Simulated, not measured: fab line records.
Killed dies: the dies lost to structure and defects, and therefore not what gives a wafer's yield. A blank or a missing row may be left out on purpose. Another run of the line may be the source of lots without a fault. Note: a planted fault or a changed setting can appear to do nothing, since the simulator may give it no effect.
Which of the tools did it? | flow nandHarc | Sampling: 14 lots, 42 wafers, 4 of 1302 route steps

WHAT THE GAUGES READ, wafer by wafer
NHARC_P_GATE_OVL_MEAS_27.
lot  | measured     | on         | overlayXNm (nm) | overlayYNm (nm)
L497 | day 5 04:16  | overlay-02 | 1.4 1.2 1.3     | -0.5 -0.2 -0.5
L499 | day 5 17:26  | overlay-01 | -2.7 -2.8 -2.4  | 0.7 0.7 0.5
L501 | day 6 16:47  | overlay-02 | -0.6 -0.1 0.0   | 1.1 1.2 1.2
L503 | day 7 13:12  | overlay-01 | 1.0 0.9 0.9     | 0.1 -0.2 0.0
L504 | day 7 22:10  | overlay-01 | -0.5 -0.3 -0.4  | -0.3 0.3 -0.4
L505 | day 8 13:10  | overlay-02 | 1.6 1.6 1.3     | 0.6 0.7 0.3
L510 | day 10 10:29 | overlay-02 | -0.7 -0.6 -0.5  | 1.0 0.7 0.7
L511 | day 11 03:31 | overlay-01 | -0.3 -0.3 -0.4  | 0.2 -0.6 -0.4
L512 | day 11 04:08 | overlay-01 | -0.4 -1.0 -0.8  | 1.7 1.1 1.7
L513 | day 11 22:52 | overlay-01 | 0.1 -0.3 -0.3   | 0.8 1.0 0.3
L516 | day 13 00:37 | overlay-02 | 2.8 2.9 2.6     | -0.5 0.0 0.1
L517 | day 13 10:59 | overlay-02 | -1.5 -1.1 -1.2  | 0.8 0.2 0.7
L518 | day 14 05:17 | overlay-01 | 0.4 0.8 0.4     | -1.4 -1.6 -1.1
L520 | day 14 15:53 | overlay-01 | -2.5 -2.4 -2.8  | -1.1 -1.4 -1.5

WHICH TOOL RAN EACH LOT (tool, then ch and the chambers of the sampled wafers, then the start)
lot  | NHARC_P_STI_DESCUM_14             | NHARC_P_GATE_PEB_09              | NHARC_P_GATE_DESCUM_13
L497 | rieDiel-09 ch 1,3, day 2 21:22    | lithoTrack-07 ch 0, day 4 12:26  | rieDiel-03 ch 0,1,3, day 4 12:42
L499 | rieDiel-10 ch 0,2,3, day 3 15:46  | lithoTrack-07 ch 0, day 5 03:17  | rieDiel-11 ch 2,3, day 5 03:33
L501 | rieDiel-13 ch 0,2, day 4 12:17    | lithoTrack-07 ch 0, day 6 00:13  | rieDiel-11 ch 2,3, day 6 00:28
L503 | rieDiel-09 ch 0,1,2, day 5 10:38  | lithoTrack-03 ch 0, day 6 21:13  | rieDiel-11 ch 0,1,3, day 6 21:29
L504 | rieDiel-13 ch 0,3, day 5 17:53    | lithoTrack-07, day 7 05:41       | rieDiel-07 ch 0,1,2, day 7 05:57
L505 | rieDiel-10 ch 1,2,3, day 6 05:07  | lithoTrack-03, day 7 21:01       | rieDiel-11 ch 1,2, day 7 21:16
L510 | rieDiel-09 ch 0,1, day 8 07:10    | lithoTrack-03 ch 0, day 9 20:04  | rieDiel-11 ch 0,3, day 9 20:19
L511 | rieDiel-09 ch 0,1, day 8 17:41    | lithoTrack-03 ch 0, day 10 12:00 | rieDiel-11 ch 2,3, day 10 12:15
L512 | rieDiel-09 ch 2,3, day 9 03:01    | lithoTrack-03 ch 0, day 10 11:50 | rieDiel-03 ch 1,2,3, day 10 12:05
L513 | rieDiel-13 ch 0,2,3, day 9 15:08  | lithoTrack-05 ch 0, day 11 07:10 | rieDiel-07 ch 0,3, day 11 07:25
L516 | rieDiel-13 ch 1,2,3, day 10 21:12 | lithoTrack-05 ch 0, day 12 09:29 | rieDiel-11 ch 0,1,2, day 12 09:44
L517 | rieDiel-09 ch 0,1,2, day 11 03:00 | lithoTrack-07 ch 0, day 12 18:13 | rieDiel-11 ch 0,1,3, day 12 18:30
L518 | rieDiel-13 ch 0,1,2, day 11 17:11 | lithoTrack-07 ch 0, day 13 06:23 | rieDiel-11 ch 0,2,3, day 13 06:38
L520 | rieDiel-10 ch 0,2,3, day 12 10:31 | lithoTrack-07 ch 0, day 13 22:31 | rieDiel-11 ch 0,1, day 13 22:47
- NHARC_P_STI_DESCUM_14: chemistry O2, time 3 s.
- NHARC_P_GATE_PEB_09: peb time 85 s.
- NHARC_P_GATE_DESCUM_13: chemistry O2, time 3 s.

AS READ BY THE TOOLS THEMSELVES (means over the sampled wafers that have a number; for cases with no such wafer, the mark the record gives instead)
NHARC_P_STI_DESCUM_14.
lot  | tool       | drypumpMotorCurrentA (A) | o2FlowSccm (sccm) | oesProductAu (a.u.) | rfVppV (V) | showerheadPlenumPTorr (Torr) | throttleValvePct (%)
L497 | rieDiel-09 | 5.2                      | 199.9             | 1.000               | 58.0       | 1.92                         | 11.314
L499 | rieDiel-10 | 5.7                      | 199.6             | 1.000               | 58.2       | 1.87                         | 11.308
L501 | rieDiel-13 | 6.4                      | 200.3             | 1.000               | 58.0       | 1.94                         | 11.307
L503 | rieDiel-09 | 5.5                      | 200.2             | 0.995               | 58.2       | 1.89                         | 11.323
L504 | rieDiel-13 | 5.8                      | 200.5             | 1.003               | 58.2       | 1.99                         | 11.311
L505 | rieDiel-10 | 5.6                      | 200.4             | 1.005               | 57.0       | 1.93                         | 11.302
L510 | rieDiel-09 | 5.3                      | 199.5             | 1.013               | 57.7       | 1.84                         | 11.298
L511 | rieDiel-09 | 5.3                      | 199.9             | 1.012               | 57.9       | 1.84                         | 11.315
L512 | rieDiel-09 | 5.6                      | 199.8             | 0.989               | 57.9       | 1.91                         | 11.309
L513 | rieDiel-13 | 6.1                      | 200.2             | 1.001               | 58.3       | 1.93                         | 11.317
L516 | rieDiel-13 | 5.8                      | 199.8             | 1.007               | 58.2       | 1.92                         | 11.302
L517 | rieDiel-09 | 5.5                      | 200.1             | 0.997               | 57.0       | 1.89                         | 11.310
L518 | rieDiel-13 | 6.1                      | 200.7             | 0.998               | 57.2       | 1.93                         | 11.301
L520 | rieDiel-10 | 5.6                      | 199.8             | 0.994               | 58.8       | 1.87                         | 11.309

NHARC_P_GATE_PEB_09.
lot  | tool          | chillPlateTempC (C) | exhaustPa (Pa) | heaterPowerTotalW (W)
L497 | lithoTrack-07 | 23.16               | 44.0           | 164.12
L499 | lithoTrack-07 | 22.95               | 45.2           | 163.66
L501 | lithoTrack-07 | 22.77               | 44.2           | 163.86
L503 | lithoTrack-03 | 23.01               | 45.1           | 163.90
L504 | lithoTrack-07 | -                   | -              | -
L505 | lithoTrack-03 | -                   | -              | -
L510 | lithoTrack-03 | 22.87               | 45.5           | 163.76
L511 | lithoTrack-03 | 23.00               | 45.2           | 163.88
L512 | lithoTrack-03 | 22.99               | 44.8           | 163.76
L513 | lithoTrack-05 | 23.09               | 45.8           | 164.17
L516 | lithoTrack-05 | 22.89               | 44.1           | 163.82
L517 | lithoTrack-07 | 22.99               | 46.3           | 164.08
L518 | lithoTrack-07 | 22.98               | 44.4           | 163.84
L520 | lithoTrack-07 | 22.97               | 43.4           | 163.98

NHARC_P_GATE_DESCUM_13.
lot  | tool       | drypumpMotorCurrentA (A) | o2FlowSccm (sccm) | oesProductAu (a.u.) | rfVppV (V) | showerheadPlenumPTorr (Torr) | throttleValvePct (%)
L497 | rieDiel-03 | 5.8                      | 199.9             | 1.001               | 57.9       | 1.94                         | 11.311
L499 | rieDiel-11 | 6.1                      | 199.9             | 1.009               | 58.2       | 2.05                         | 11.313
L501 | rieDiel-11 | 5.8                      | 199.9             | 1.003               | 59.0       | 2.06                         | 11.315
L503 | rieDiel-11 | 5.7                      | 199.9             | 1.008               | 58.7       | 1.95                         | 11.310
L504 | rieDiel-07 | 6.2                      | 200.1             | 0.998               | 57.3       | 1.90                         | 11.311
L505 | rieDiel-11 | 6.2                      | 199.3             | 1.019               | 56.7       | 1.93                         | 11.320
L510 | rieDiel-11 | 5.4                      | 199.2             | 1.002               | 59.0       | 2.02                         | 11.320
L511 | rieDiel-11 | 5.8                      | 199.7             | 1.003               | 57.8       | 2.06                         | 11.314
L512 | rieDiel-03 | 5.8                      | 198.9             | 0.993               | 58.4       | 1.97                         | 11.318
L513 | rieDiel-07 | 5.8                      | 200.2             | 0.991               | 57.7       | 1.87                         | 11.321
L516 | rieDiel-11 | 5.9                      | 200.4             | 1.010               | 58.4       | 1.94                         | 11.320
L517 | rieDiel-11 | 5.6                      | 199.7             | 1.003               | 58.1       | 1.95                         | 11.311
L518 | rieDiel-11 | 5.7                      | 200.1             | 1.009               | 58.6       | 2.00                         | 11.307
L520 | rieDiel-11 | 5.9                      | 199.6             | 1.001               | 57.3       | 1.88                         | 11.310

THE ANSWER, worked out from the rows above alone
Rule: what is usual is taken from the lots themselves. Put in order of their means at a reading, lots are off if they are a third of the lots or fewer, leave a main group of 4 or more, and stand apart from it by a gap of 3 or more times the standard deviation of the main group's means; of several such gaps the widest counts. A main group is skipped when, at the precision printed for the reading in the tables above, its means are all equal. A lot without any number at a reading at which 4 lots or more have one is off too. The other lots that the step has rows for count as sound. After the gauges, taken in route order, come the tools' own readings; for these a lot's mean is taken, as printed above. At the first step where some lot is off, the reading lying furthest off is the one used; lots without a number count as furthest.
Off at NHARC_P_GATE_PEB_09 (chillPlateTempC): L504, L505. Without a number there: L504, L505. Mean 22.97 C and standard deviation 0.096 in the main group.
A tool fits if, at that step or a process step before it, it ran every lot that is off, and no sound lot after the first of them. Of those tried, none fits.

WHAT THE SIMULATOR HAD INSERTED
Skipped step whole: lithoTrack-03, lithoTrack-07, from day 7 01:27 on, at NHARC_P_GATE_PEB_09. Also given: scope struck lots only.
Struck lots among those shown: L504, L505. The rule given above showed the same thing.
